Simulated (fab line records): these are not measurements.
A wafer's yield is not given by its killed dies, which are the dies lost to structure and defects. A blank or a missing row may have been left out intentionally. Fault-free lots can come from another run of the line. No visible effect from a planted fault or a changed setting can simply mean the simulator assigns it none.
fab line records | flow n5-finfet | part 1 of 2: steps 1 to 17 of 30
record: lots: 5 | wafers: 15 | last-day: 16
route steps=1938 shown SD_EPI_P@303 SD_ACTIVATION@330
lots with no fault: from the same line, run without faults
start-h: hours from the record's first day to the start of the lot's first wafer shown | wait-h: hours since the lot's step before | " as in the row above | L1.1+2: one row covering several wafers at once | - no value, or no start was given | * or withheld: withheld | < > ~ a bound
route shown NAME@n: names a module that has steps shown in the file, with the first one's number in the route | usual: the fault-free wafers' mean and standard deviation | same: alike in all rows | chamber/n: place in a boat | sites: each site's reading | _std_site: their standard deviation | _edge_site: outer sites' mean less inner sites' | radius-mm: how far each site lies from the wafer's centre | mask NAME#n: copy n | behind: the last tool/chamber to shape the wafer | hold: why the lot went on hold/how many hours it stayed there/how the hold came to an end | device: which transistor (n, p or np) failed to switch | end of line: tests of these same wafers at the route's end | a step with no rows: only its recipe | killed: dies that structure and defects cost at the first sort, which is not the same as the wafer's yield | map: a wafer's dies, x killed, . not, _ none there
set.NAME: setting as actually run; set.NAME@STEP: the setting as run at that earlier step | model.NAME: the simulator's own value behind a step, which no gauge read
lots at some steps of the route; a table a step, a row a wafer
services: from which hour (start-h, from the record's first day; less than 0 if before it) a tool's chamber was out of use, for how many hours, and why
== steps ==
step: N5_SD_EPI_P_CD_MEAS_09
recipe: target-cd-nm: 240 | landing-energy-ev: 500 | detector: se-inlens
usual: cd-nm: 240.0/0.56
lot.wafer | tool      | chamber | start-h | wait-h | cd-nm
L077.1    | cd-sem-02 | 0       | 74.60   | -      | 239.6
L077.3    | "         | 0       | "       | "      | 240.5
L077.6    | "         | 0       | "       | "      | 239.4
L086.3    | cd-sem-02 | 0       | 125.87  | -      | 240.8
L086.4    | "         | 0       | "       | "      | 240.8
L086.5    | "         | 0       | "       | "      | 240.5
L085.1    | cd-sem-01 | 0       | 126.20  | -      | 240.2
L085.2    | "         | 0       | "       | "      | 239.7
L085.5    | "         | 0       | "       | "      | 239.9
L090.3    | cd-sem-03 | 0       | 149.40  | -      | 239.3
L090.5    | "         | 0       | "       | "      | 239.7
L090.6    | "         | 0       | "       | "      | 239.5
L094.2    | cd-sem-03 | 0       | 173.67  | -      | 240.0
L094.5    | "         | 0       | "       | "      | 240.1
L094.6    | "         | 0       | "       | "      | 240.3
step: N5_SD_EPI_P_OVL_MEAS_10
recipe: points-per-wafer: 44
usual: SD_P_BLK_OVL: 0.1/0.8
lot.wafer | tool       | chamber | start-h | wait-h | SD_P_BLK_OVL[nm]
L077.1    | overlay-02 | 0       | 74.63   | 0.0    | 0.1
L077.3    | "          | 0       | "       | "      | -0.9
L077.6    | "          | 0       | "       | "      | -0.4
L086.3    | overlay-01 | 0       | 125.90  | 0.0    | 1.3
L086.4    | "          | 0       | "       | "      | 0.7
L086.5    | "          | 0       | "       | "      | 0.6
L085.1    | overlay-01 | 0       | 126.23  | 0.0    | -1.2
L085.2    | "          | 0       | "       | "      | -0.7
L085.5    | "          | 0       | "       | "      | -0.6
L090.3    | overlay-01 | 0       | 149.43  | 0.0    | -1.1
L090.5    | "          | 0       | "       | "      | -1.3
L090.6    | "          | 0       | "       | "      | -1.2
L094.2    | overlay-01 | 0       | 173.70  | 0.0    | 1.0
L094.5    | "          | 0       | "       | "      | 1.4
L094.6    | "          | 0       | "       | "      | 0.6
step: N5_SD_EPI_P_INSPECT_11
recipe: mode: adi | inspect-instrument: macro
usual: raw-defect-count: 1.9/1.5
lot.wafer | tool              | chamber | start-h | wait-h | raw-defect-count
L077.1    | defect-inspect-02 | -       | 74.65   | 0.0    | 1
L077.3    | "                 | -       | "       | "      | 2
L077.6    | "                 | -       | "       | "      | 3
L086.3    | defect-inspect-02 | -       | 125.92  | 0.0    | 2
L086.4    | "                 | -       | "       | "      | 0
L086.5    | "                 | -       | "       | "      | 3
L085.1    | defect-inspect-02 | -       | 126.26  | 0.0    | 2
L085.2    | "                 | -       | "       | "      | 2
L085.5    | "                 | -       | "       | "      | 1
L090.3    | defect-inspect-01 | -       | 149.46  | 0.0    | 0
L090.5    | "                 | -       | "       | "      | 3
L090.6    | "                 | -       | "       | "      | 0
L094.2    | defect-inspect-02 | -       | 173.72  | 0.0    | 1
L094.5    | "                 | -       | "       | "      | 0
L094.6    | "                 | -       | "       | "      | 0
step: N5_SD_EPI_P_DESCUM_14
recipe: chemistry: O2 | time-s: 7.9 | source-power-w: 50 | bias-power-w: 20 | pressure-mtorr: 20 | rf-frequency-hz: 2.712e+07 | temp-c: 40 | resist: CAR-ArF-block | o2-flow-sccm: 225
usual: bias-power-w: 20.00/0.06 | drypump-motor-current-A: 5.9/0.43 | oes-product-au: 0.79/0.07 | rf-fwd-power-W: 49.42/0.16 | rf-vpp-V: 243.8/1.3 | showerhead-plenum-p-Torr: 2.13/0.058 | throttle-valve-pct: 20.43/0.13
lot.wafer | tool        | chamber | start-h | wait-h | bias-power-w | drypump-motor-current-A | oes-product-au | rf-fwd-power-W | rf-hours-counter-h | rf-vpp-V | showerhead-plenum-p-Torr | throttle-valve-pct
L077.1    | rie-diel-05 | 2       | 74.69   | 0.0    | 20.03        | 5.7                     | 0.76           | 49.62          | 169                | 245.2    | 2.17                     | 20.62
L077.3    | "           | 1       | "       | "      | 20.00        | 5.8                     | 0.76           | 49.44          | 137                | 245.1    | 2.19                     | 20.46
L077.6    | "           | 0       | "       | "      | 20.07        | 5.2                     | 0.85           | 49.62          | -                  | 244.8    | 2.12                     | 20.57
L086.3    | rie-diel-04 | 0       | 125.95  | 0.0    | 19.96        | 5.4                     | 0.87           | 49.74          | 45                 | 246.0    | 2.23                     | 20.26
L086.4    | "           | 3       | "       | "      | 19.84        | 6.4                     | 0.72           | 49.44          | 159                | 243.7    | 2.10                     | 20.41
L086.5    | "           | 2       | "       | "      | 20.08        | 6.5                     | 0.74           | 49.52          | -                  | 242.5    | 2.09                     | 20.33
L085.1    | rie-diel-05 | 0       | 126.92  | 0.7    | 19.97        | 5.2                     | 0.82           | 49.53          | 71                 | 244.6    | 2.11                     | 20.61
L085.2    | "           | 2       | "       | "      | 20.07        | 5.6                     | 0.74           | 49.47          | 184                | 244.0    | 2.16                     | 20.61
L085.5    | "           | 3       | "       | "      | 19.97        | 5.7                     | 0.89           | 49.46          | -                  | 247.0    | 2.22                     | 20.37
L090.3    | rie-diel-04 | 2       | 149.49  | 0.0    | 19.95        | 6.5                     | 0.74           | 49.70          | 195                | 243.7    | 2.08                     | 20.33
L090.5    | "           | 0       | "       | "      | 20.14        | 5.5                     | 0.87           | 49.09          | -                  | 247.0    | 2.23                     | 20.26
L090.6    | "           | 3       | "       | "      | 19.92        | 6.5                     | 0.72           | 49.10          | -                  | 242.8    | 2.09                     | 20.42
L094.2    | rie-diel-04 | 3       | 173.77  | 0.0    | 20.02        | 6.5                     | 0.71           | 49.14          | 174                | 242.5    | 2.09                     | 20.42
L094.5    | "           | 0       | "       | "      | 20.02        | 5.4                     | 0.86           | 49.34          | -                  | 246.2    | 2.22                     | 20.27
L094.6    | "           | 1       | "       | "      | 20.00        | 6.3                     | 0.77           | 49.24          | -                  | 243.0    | 2.10                     | 20.63
step: N5_SD_EPI_P_ETCH_36
recipe: chemistry: CF4 | target: SiARC | target-depth-a: 455 | mask-material: CAR-ArF-block | time-s: 75.8 | ion-energy-ev: 80 | pressure-mtorr: 40 | source-w: 545 | bias-w: 36 | Ar_flow_sccm: 100 | cf4-flow-sccm: 100 | ends: cleared
usual: drypump-motor-current-A: 5.9/0.43 | etch-rf-on-time-s: 75.6/1.2 | oes-product-au: 0.67/0.06 | rf-fwd-power-W: 540.0/1.9 | rf-vpp-V: 184.6/1.1 | showerhead-plenum-p-Torr: 2.17/0.055 | throttle-valve-pct: 15.60/0.15
lot.wafer | tool        | chamber | start-h | wait-h | drypump-motor-current-A | etch-rf-on-time-s | oes-product-au | rf-fwd-power-W | rf-hours-counter-h | rf-vpp-V | showerhead-plenum-p-Torr | throttle-valve-pct
L077.1    | rie-diel-05 | 2       | 74.72   | 0.0    | 5.7                     | 75.1              | 0.64           | 541.8          | 169                | 185.2    | 2.22                     | 15.81
L077.3    | "           | 1       | "       | "      | 5.8                     | 75.0              | 0.65           | 538.5          | 137                | 185.8    | 2.23                     | 15.63
L077.6    | "           | 0       | "       | "      | 5.2                     | 75.6              | 0.72           | 543.6          | -                  | 184.0    | 2.17                     | 15.71
L086.3    | rie-diel-04 | 0       | 125.99  | 0.0    | 5.4                     | 75.1              | 0.75           | 535.2          | 45                 | 185.2    | 2.26                     | 15.34
L086.4    | "           | 3       | "       | "      | 6.5                     | 77.4              | 0.61           | 537.9          | 159                | 185.1    | 2.14                     | 15.56
L086.5    | "           | 2       | "       | "      | 6.5                     | 76.8              | 0.62           | 538.2          | -                  | 185.3    | 2.13                     | 15.55
L085.1    | rie-diel-05 | 0       | 126.95  | 0.0    | 5.2                     | 76.0              | 0.70           | 543.5          | 71                 | 184.7    | 2.17                     | 15.72
L085.2    | "           | 2       | "       | "      | 5.7                     | 76.5              | 0.63           | 540.4          | 184                | 184.8    | 2.21                     | 15.85
L085.5    | "           | 3       | "       | "      | 5.7                     | 73.4              | 0.76           | 537.8          | -                  | 186.6    | 2.26                     | 15.52
L090.3    | rie-diel-04 | 2       | 149.53  | 0.0    | 6.5                     | 77.2              | 0.62           | 540.8          | 195                | 183.7    | 2.13                     | 15.56
L090.5    | "           | 0       | "       | "      | 5.5                     | 75.5              | 0.73           | 538.5          | -                  | 185.1    | 2.26                     | 15.36
L090.6    | "           | 3       | "       | "      | 6.4                     | 78.2              | 0.60           | 537.8          | -                  | 184.5    | 2.14                     | 15.57
L094.2    | rie-diel-04 | 3       | 173.80  | 0.0    | 6.5                     | 77.4              | 0.60           | 539.3          | 174                | 185.0    | 2.13                     | 15.58
L094.5    | "           | 0       | "       | "      | 5.4                     | 75.7              | 0.72           | 541.2          | -                  | 184.8    | 2.26                     | 15.38
L094.6    | "           | 1       | "       | "      | 6.2                     | 77.3              | 0.64           | 541.6          | -                  | 185.4    | 2.14                     | 15.78
step: N5_SD_EPI_P_ETCH_37
recipe: chemistry: N2/H2 | target: SOC | overetch-a: 1080 | mask-material: SiARC | temp-c: 40 | ion-energy-ev: 100 | source-w: 3000 | bias-w: 133 | pressure-mtorr: 20 | time-s: 486 | n2-flow-sccm: 200 | h2-flow-sccm: 200 | ends: end-point
usual: drypump-motor-current-A: 5.9/0.43 | oes-product-au: 0.70/0.058 | rf-fwd-power-W: 2997/9.7 | rf-vpp-V: 241.3/1.1 | showerhead-plenum-p-Torr: 2.58/0.072 | throttle-valve-pct: 23.89/0.2
lot.wafer | tool        | chamber | start-h | wait-h | drypump-motor-current-A | oes-product-au | rf-fwd-power-W | rf-hours-counter-h | rf-vpp-V | showerhead-plenum-p-Torr | throttle-valve-pct
L077.1    | rie-diel-05 | 2       | 74.78   | 0.0    | 5.7                     | 0.68           | 3007           | 169                | 241.0    | 2.63                     | 23.96
L077.3    | "           | 1       | "       | "      | 5.8                     | 0.68           | 2990           | 137                | 242.2    | 2.65                     | 23.79
L077.6    | "           | 0       | "       | "      | 5.2                     | 0.76           | 3010           | -                  | 241.6    | 2.58                     | 24.34
L086.3    | rie-diel-04 | 0       | 126.04  | 0.0    | 5.4                     | 0.78           | 2997           | 45                 | 243.4    | 2.70                     | 23.64
L086.4    | "           | 3       | "       | "      | 6.5                     | 0.65           | 2976           | 159                | 240.7    | 2.54                     | 23.82
L086.5    | "           | 2       | "       | "      | 6.5                     | 0.67           | 2991           | -                  | 240.4    | 2.53                     | 23.85
L085.1    | rie-diel-05 | 0       | 127.01  | 0.0    | 5.2                     | 0.73           | 3006           | 71                 | 242.1    | 2.57                     | 24.36
L085.2    | "           | 2       | "       | "      | 5.8                     | 0.67           | 3021           | 184                | 240.5    | 2.62                     | 23.97
L085.5    | "           | 3       | "       | "      | 5.7                     | 0.78           | 3000           | -                  | 242.5    | 2.71                     | 23.87
L090.3    | rie-diel-04 | 2       | 149.58  | 0.0    | 6.5                     | 0.66           | 2993           | 195                | 240.3    | 2.53                     | 23.89
L090.5    | "           | 0       | "       | "      | 5.4                     | 0.76           | 2990           | -                  | 242.4    | 2.69                     | 23.62
L090.6    | "           | 3       | "       | "      | 6.5                     | 0.64           | 2980           | -                  | 242.5    | 2.53                     | 23.83
L094.2    | rie-diel-04 | 3       | 173.86  | 0.0    | 6.4                     | 0.64           | 2984           | 174                | 239.9    | 2.53                     | 23.84
L094.5    | "           | 0       | "       | "      | 5.4                     | 0.75           | 3002           | -                  | 241.6    | 2.69                     | 23.62
L094.6    | "           | 1       | "       | "      | 6.3                     | 0.68           | 3009           | -                  | 239.9    | 2.54                     | 24.08
step: N5_SD_EPI_P_STRIP_38
recipe: chemistry: N2/H2 | temp-c: 40 | n2-flow-sccm: 200 | h2-flow-sccm: 200 | rf-frequency-hz: 6e+07
lot.wafer  | tool        | chamber | start-h | wait-h
L077.1+3+6 | rie-diel-05 | 2,1,0   | 75.09   | 0.2
L086.3+4+5 | rie-diel-04 | 0,3,2   | 126.36  | 0.2
L085.1+2+5 | rie-diel-05 | 0,2,3   | 127.33  | 0.2
L090.3+5+6 | rie-diel-04 | 2,0,3   | 149.90  | 0.2
L094.2+5+6 | rie-diel-04 | 3,0,1   | 174.17  | 0.2
step: N5_SD_EPI_P_ETCHBACK_46
recipe: chemistry: CH3F/O2 | mode: anisotropic-etchback | target: SiNx | target-depth-a: 175 | stop-on: SiO2 | over-etch-frac: 0.3 | ion-energy-ev: 120 | pressure-mtorr: 30 | source-w: 395 | bias-w: 73 | Ar_flow_sccm: 150 | CH3F_flow_sccm: 30 | O2_flow_sccm: 20
usual: drypump-motor-current-A: 5.9/0.43 | oes-product-au: 0.67/0.055 | rf-fwd-power-W: 393.5/1.3 | rf-vpp-V: 297.6/2.1 | showerhead-plenum-p-Torr: 2.03/0.055 | throttle-valve-pct: 16.34/0.15
lot.wafer | tool        | chamber | start-h | wait-h | drypump-motor-current-A | oes-product-au | rf-fwd-power-W | rf-hours-counter-h | rf-vpp-V | showerhead-plenum-p-Torr | throttle-valve-pct
L077.1    | rie-diel-05 | 2       | 75.10   | 0.0    | 5.7                     | 0.66           | 397.0          | 169                | 300.6    | 2.07                     | 16.52
L077.3    | "           | 1       | "       | "      | 5.8                     | 0.65           | 394.7          | 137                | 297.1    | 2.09                     | 16.34
L077.6    | "           | 0       | "       | "      | 5.2                     | 0.72           | 394.9          | -                  | 297.2    | 2.04                     | 16.48
L086.3    | rie-diel-04 | 0       | 126.37  | 0.0    | 5.4                     | 0.74           | 393.7          | 45                 | 298.7    | 2.12                     | 16.09
L086.4    | "           | 3       | "       | "      | 6.4                     | 0.62           | 392.0          | 159                | 293.0    | 2.00                     | 16.31
L086.5    | "           | 2       | "       | "      | 6.5                     | 0.63           | 393.9          | -                  | 296.9    | 1.99                     | 16.25
L085.1    | rie-diel-05 | 0       | 127.34  | 0.0    | 5.2                     | 0.70           | 393.1          | 71                 | 296.8    | 2.03                     | 16.53
L085.2    | "           | 2       | "       | "      | 5.7                     | 0.64           | 393.4          | 184                | 298.4    | 2.07                     | 16.54
L085.5    | "           | 3       | "       | "      | 5.7                     | 0.74           | 392.1          | -                  | 301.4    | 2.12                     | 16.27
L090.3    | rie-diel-04 | 2       | 149.91  | 0.0    | 6.5                     | 0.62           | 394.0          | 195                | 296.4    | 1.99                     | 16.28
L090.5    | "           | 0       | "       | "      | 5.4                     | 0.73           | 393.5          | -                  | 298.6    | 2.11                     | 16.08
L090.6    | "           | 3       | "       | "      | 6.4                     | 0.61           | 392.0          | -                  | 294.2    | 2.00                     | 16.32
L094.2    | rie-diel-04 | 3       | 174.18  | 0.0    | 6.4                     | 0.61           | 394.8          | 174                | 294.0    | 2.00                     | 16.33
L094.5    | "           | 0       | "       | "      | 5.4                     | 0.72           | 394.4          | -                  | 299.7    | 2.11                     | 16.12
L094.6    | "           | 1       | "       | "      | 6.2                     | 0.65           | 394.3          | -                  | 296.9    | 2.00                     | 16.50
step: N5_SD_EPI_P_ETCH_47
recipe: chemistry: CH3F/O2 | target: SiOCN | target-depth-a: 250 | mask-material: SOC | ion-energy-ev: 60 | bias-w: 29 | pressure-mtorr: 30 | source-w: 410 | Ar_flow_sccm: 150 | CH3F_flow_sccm: 30 | O2_flow_sccm: 20
usual: drypump-motor-current-A: 5.9/0.43 | oes-product-au: 0.78/0.07 | rf-fwd-power-W: 408.3/1.3 | rf-vpp-V: 127.6/1.2 | showerhead-plenum-p-Torr: 2.03/0.055 | throttle-valve-pct: 16.31/0.15
lot.wafer | tool        | chamber | start-h | wait-h | drypump-motor-current-A | oes-product-au | rf-fwd-power-W | rf-hours-counter-h | rf-vpp-V | showerhead-plenum-p-Torr | throttle-valve-pct
L077.1    | rie-diel-05 | 2       | 75.20   | 0.1    | 5.7                     | 0.76           | 406.2          | 169                | 128.4    | 2.07                     | 16.50
L077.3    | "           | 1       | "       | "      | 5.8                     | 0.75           | 407.2          | 138                | 127.0    | 2.09                     | 16.34
L077.6    | "           | 0       | "       | "      | 5.2                     | 0.84           | 408.8          | -                  | 126.3    | 2.04                     | 16.47
L086.3    | rie-diel-04 | 0       | 126.47  | 0.1    | 5.5                     | 0.87           | 405.4          | 45                 | 128.6    | 2.12                     | 16.06
L086.4    | "           | 3       | "       | "      | 6.4                     | 0.72           | 408.4          | 159                | 125.4    | 2.00                     | 16.26
L086.5    | "           | 2       | "       | "      | 6.5                     | 0.74           | 404.5          | -                  | 127.1    | 1.99                     | 16.24
L085.1    | rie-diel-05 | 0       | 127.44  | 0.1    | 5.2                     | 0.82           | 408.0          | 71                 | 127.9    | 2.03                     | 16.49
L085.2    | "           | 2       | "       | "      | 5.7                     | 0.74           | 408.8          | 184                | 127.0    | 2.07                     | 16.54
L085.5    | "           | 3       | "       | "      | 5.7                     | 0.89           | 406.2          | -                  | 128.4    | 2.12                     | 16.23
L090.3    | rie-diel-04 | 2       | 150.01  | 0.1    | 6.5                     | 0.73           | 408.3          | 195                | 127.4    | 1.99                     | 16.25
L090.5    | "           | 0       | "       | "      | 5.4                     | 0.86           | 408.7          | -                  | 128.0    | 2.11                     | 16.07
L090.6    | "           | 3       | "       | "      | 6.5                     | 0.71           | 409.1          | -                  | 125.9    | 2.00                     | 16.30
L094.2    | rie-diel-04 | 3       | 174.28  | 0.1    | 6.5                     | 0.71           | 407.1          | 174                | 126.5    | 2.00                     | 16.29
L094.5    | "           | 0       | "       | "      | 5.5                     | 0.85           | 406.0          | -                  | 129.4    | 2.11                     | 16.11
L094.6    | "           | 1       | "       | "      | 6.2                     | 0.76           | 409.4          | -                  | 127.5    | 2.00                     | 16.48
step: N5_SD_EPI_P_ETCH_16
recipe: chemistry: CHF3/O2 | target: SiO2 | target-depth-a: 50 | mask-material: SOC | pressure-mtorr: 30 | source-w: 650 | bias-w: 170 | Ar_flow_sccm: 200 | CHF3_flow_sccm: 50 | O2_flow_sccm: 5 | ion-energy-ev: 200
usual: CHF3_flow_sccm: 50.00/0.16 | drypump-motor-current-A: 5.9/0.42 | oes-product-au: 0.78/0.069 | rf-fwd-power-W: 643.5/2.3 | rf-vpp-V: 524/3.5 | showerhead-plenum-p-Torr: 2.45/0.063 | throttle-valve-pct: 18.88/0.15
lot.wafer | tool        | chamber | start-h | wait-h | CHF3_flow_sccm | drypump-motor-current-A | oes-product-au | rf-fwd-power-W | rf-hours-counter-h | rf-vpp-V | showerhead-plenum-p-Torr | throttle-valve-pct
L077.1    | rie-diel-05 | 2       | 75.30   | 0.1    | 49.74          | 5.7                     | 0.76           | 646.5          | 169                | 530      | 2.49                     | 19.06
L077.3    | "           | 1       | "       | "      | 50.26          | 5.8                     | 0.76           | 638.9          | 138                | 521      | 2.51                     | 18.91
L077.6    | "           | 0       | "       | "      | 49.98          | 5.2                     | 0.83           | 645.9          | -                  | 522      | 2.45                     | 19.08
L086.3    | rie-diel-04 | 0       | 126.57  | 0.1    | 49.97          | 5.4                     | 0.88           | 638.7          | 45                 | 527      | 2.54                     | 18.64
L086.4    | "           | 3       | "       | "      | 49.92          | 6.5                     | 0.71           | 642.4          | 159                | 518      | 2.41                     | 18.84
L086.5    | "           | 2       | "       | "      | 50.05          | 6.5                     | 0.73           | 644.7          | -                  | 522      | 2.39                     | 18.77
L085.1    | rie-diel-05 | 0       | 127.54  | 0.1    | 49.89          | 5.3                     | 0.82           | 642.4          | 71                 | 522      | 2.45                     | 19.10
L085.2    | "           | 2       | "       | "      | 50.23          | 5.7                     | 0.73           | 643.5          | 184                | 529      | 2.49                     | 19.09
L085.5    | "           | 3       | "       | "      | 50.04          | 5.7                     | 0.87           | 640.0          | -                  | 531      | 2.55                     | 18.86
L090.3    | rie-diel-04 | 2       | 150.11  | 0.1    | 50.02          | 6.5                     | 0.73           | 643.7          | 195                | 523      | 2.39                     | 18.80
L090.5    | "           | 0       | "       | "      | 49.84          | 5.5                     | 0.86           | 640.8          | -                  | 528      | 2.54                     | 18.65
L090.6    | "           | 3       | "       | "      | 50.16          | 6.4                     | 0.71           | 642.9          | -                  | 518      | 2.41                     | 18.86
L094.2    | rie-diel-04 | 3       | 174.38  | 0.1    | 50.08          | 6.4                     | 0.71           | 641.6          | 174                | 518      | 2.41                     | 18.87
L094.5    | "           | 0       | "       | "      | 49.93          | 5.5                     | 0.85           | 640.3          | -                  | 528      | 2.54                     | 18.65
L094.6    | "           | 1       | "       | "      | 49.98          | 6.3                     | 0.75           | 646.6          | -                  | 523      | 2.41                     | 19.06
step: N5_SD_EPI_P_STRIP_50
recipe: chemistry: CHF3/O2 | resist: SiARC | rf-frequency-hz: 6e+07
lot.wafer  | tool        | chamber | start-h | wait-h
L077.1+3+6 | rie-diel-05 | 2,1,0   | 75.34   | 0.0
L086.3+4+5 | rie-diel-04 | 0,3,2   | 126.61  | 0.0
L085.1+2+5 | rie-diel-05 | 0,2,3   | 127.58  | 0.0
L090.3+5+6 | rie-diel-04 | 2,0,3   | 150.15  | 0.0
L094.2+5+6 | rie-diel-04 | 3,0,1   | 174.42  | 0.0
step: N5_SD_EPI_P_SD_RECESS_17
recipe: chemistry: HBr/Cl2/O2 | target-depth-a: 391 | bt-time-s: 3 | pressure-mtorr: 10 | icp-w: 800 | bias-w: 112 | HBr_flow_sccm: 150 | Cl2_flow_sccm: 80 | O2_flow_sccm: 12
usual: drypump-motor-current-A: 5.6/0.43 | oes-product-au: 1.008/0.017 | rf-fwd-power-W: 795.0/2.7 | throttle-valve-pct: 37.24/0.19
lot.wafer | tool      | chamber | start-h | wait-h | drypump-motor-current-A | oes-product-au | rf-fwd-power-W | rf-hours-counter-h | throttle-valve-pct
L077.1    | rie-si-02 | 1       | 75.38   | 0.0    | 5.3                     | 0.978          | 789.0          | 7                  | 37.24
L077.3    | "         | 2       | "       | "      | 5.8                     | 1.024          | 796.4          | 46                 | 36.83
L077.6    | "         | 0       | "       | "      | 6.3                     | 0.989          | 793.5          | -                  | 37.54
L086.3    | rie-si-05 | 1       | 126.64  | 0.0    | 6.6                     | 1.013          | 797.9          | 70                 | 37.14
L086.4    | "         | 3       | "       | "      | 5.3                     | 1.022          | 794.9          | -                  | 37.24
L086.5    | "         | 0       | "       | "      | 5.7                     | 0.983          | 795.5          | -                  | 37.32
L085.1    | rie-si-04 | 0       | 127.61  | 0.0    | 5.6                     | 1.029          | 795.5          | 7                  | 37.15
L085.2    | "         | 1       | "       | "      | 5.1                     | 1.011          | 798.2          | 140                | 37.47
L085.5    | "         | 2       | "       | "      | 5.6                     | 1.004          | 792.4          | -                  | 37.05
L090.3    | rie-si-05 | 3       | 150.18  | 0.0    | 5.3                     | 1.016          | 793.4          | 105                | 37.25
L090.5    | "         | 0       | "       | "      | 5.7                     | 0.974          | 794.4          | -                  | 37.31
L090.6    | "         | 2       | "       | "      | 5.4                     | 1.008          | 796.5          | -                  | 37.43
L094.2    | rie-si-04 | 1       | 174.45  | 0.0    | 5.1                     | 1.014          | 794.4          | 140                | 37.48
L094.5    | "         | 1       | "       | "      | 5.1                     | 1.010          | 797.3          | -                  | 37.47
L094.6    | "         | 0       | "       | "      | 5.5                     | 1.040          | 797.6          | -                  | 37.13
step: N5_SD_EPI_P_WET_ETCH_45
recipe: chemistry: dHF | dilution: withheld | time-s: 10.7 | target: SiO2 | target-depth-a: 20 | temp-c: 25 | dry: ipa-marangoni | rinse-time-s: 30 | rinse-temp-c: 23
lot.wafer  | tool         | chamber | start-h | wait-h
L077.1+3+6 | wet-bench-02 | 7,1,0   | 75.48   | 0.1
L086.3+4+5 | wet-bench-06 | 2,5,1   | 126.73  | 0.1
L085.1+2+5 | wet-bench-06 | 1,2,0   | 127.71  | 0.1
L090.3+5+6 | wet-bench-01 | 0,4,1   | 150.27  | 0.1
L094.2+5+6 | wet-bench-02 | 4,6,1   | 174.55  | 0.1
step: N5_SD_EPI_P_STRIP_40
recipe: chemistry: N2/H2 | power-w: 1000 | temp-c: 250 | h2-frac: 0.65 | overash-fraction: 0.3 | pressure-mtorr: withheld | n2-flow-sccm: 1750 | h2-flow-sccm: 3250
usual: drypump-motor-current-A: 5.8/0.46 | heater-power-w: 336/37 | oes-product-au: 0.762/0.011
lot.wafer | tool            | chamber | start-h | wait-h | drypump-motor-current-A | heater-power-w | oes-product-au | rf-hours-counter-h
L077.1    | plasma-asher-01 | 1       | 75.53   | 0.0    | 6.4                     | 332            | 0.756          | 37
L077.3    | "               | 0       | "       | "      | 5.3                     | 409            | 0.754          | -
L077.6    | "               | 1       | "       | "      | 6.4                     | 334            | 0.771          | -
L086.3    | plasma-asher-01 | 1       | 126.80  | 0.0    | 6.4                     | 335            | 0.741          | -
L086.4    | "               | 0       | "       | "      | 5.3                     | 403            | 0.749          | -
L086.5    | "               | 1       | "       | "      | 6.4                     | 325            | 0.768          | -
L085.1    | plasma-asher-01 | 1       | 127.76  | 0.0    | 6.4                     | 333            | 0.769          | 49
L085.2    | "               | 0       | "       | "      | 5.3                     | 397            | 0.758          | 49
L085.5    | "               | 0       | "       | "      | 5.3                     | 401            | 0.770          | -
L090.3    | plasma-asher-02 | 0       | 150.34  | 0.0    | 6.2                     | 305            | 0.759          | -
L090.5    | "               | 0       | "       | "      | 6.2                     | 300            | 0.758          | -
L090.6    | "               | 1       | "       | "      | 5.4                     | 316            | 0.748          | -
L094.2    | plasma-asher-01 | 0       | 174.60  | 0.0    | 5.4                     | 405            | 0.763          | 57
L094.5    | "               | 0       | "       | "      | 5.3                     | 401            | 0.764          | -
L094.6    | "               | 1       | "       | "      | 6.4                     | 333            | 0.778          | -
step: N5_SD_EPI_P_PRECLEAN_52
recipe: chemistry: O3/DIW | time-s: 60 | temp-c: 22 | o3-ppm: 10
lot.wafer  | tool         | chamber | start-h | wait-h
L077.1+3+6 | wet-bench-01 | 3,6,2   | 75.62   | -
L086.3+4+5 | wet-bench-02 | 7,4,0   | 126.87  | -
L085.1+2+5 | wet-bench-01 | 6,7,0   | 127.85  | -
L090.3+5+6 | wet-bench-02 | 4,1,2   | 150.41  | -
L094.2+5+6 | wet-bench-01 | 6,1,4   | 174.68  | -
step: N5_SD_EPI_P_SRD_20
recipe: dry: ipa-marangoni | do-ppb: 5 | time-s: 30 | temp-c: 23 | rinse-liquid: diw
lot.wafer  | tool         | chamber | start-h | wait-h
L077.1+3+6 | wet-bench-01 | 3,6,2   | 75.63   | 0.0
L086.3+4+5 | wet-bench-02 | 7,4,0   | 126.89  | 0.0
L085.1+2+5 | wet-bench-01 | 6,7,0   | 127.87  | 0.0
L090.3+5+6 | wet-bench-02 | 4,1,2   | 150.43  | 0.0
L094.2+5+6 | wet-bench-01 | 6,1,4   | 174.70  | 0.0
step: N5_SD_EPI_P_PRECLEAN_51
recipe: chemistry: NF3:NH3 | afs-cycles: 1 | temp-c: 30 | time-s: 20 | sublimation-temp-c: 180 | sublimation-time-s: 60 | pressure-torr: 3 | rf-power-w: 30
usual: rf-fwd-power-W: 29.85/0.09 | susceptor-temp-C: 29.98/0.1
lot.wafer | tool         | chamber | start-h | wait-h | rf-fwd-power-W | susceptor-temp-C
L077.1    | epi-rpcvd-03 | 0       | 75.68   | 0.0    | 29.94          | 29.97
L077.3    | "            | 0       | "       | "      | 29.87          | 29.93
L077.6    | "            | 0       | "       | "      | 29.78          | 29.92
L086.3    | epi-rpcvd-04 | 0       | 127.02  | 0.1    | 29.85          | 29.87
L086.4    | "            | 0       | "       | "      | 30.03          | 29.90
L086.5    | "            | 0       | "       | "      | 29.84          | 29.75
L085.1    | epi-rpcvd-02 | 0       | 127.92  | 0.0    | 29.93          | 29.94
L085.2    | "            | 0       | "       | "      | 29.91          | 30.01
L085.5    | "            | 0       | "       | "      | 29.92          | 29.86
L090.3    | epi-rpcvd-04 | 0       | 150.56  | 0.1    | 29.80          | 29.89
L090.5    | "            | 0       | "       | "      | 29.82          | 30.06
L090.6    | "            | 0       | "       | "      | 29.83          | 29.85
L094.2    | epi-rpcvd-02 | 0       | 174.79  | 0.1    | 29.89          | 30.06
L094.5    | "            | 0       | "       | "      | 30.01          | 30.07
L094.6    | "            | 0       | "       | "      | 29.91          | 29.99
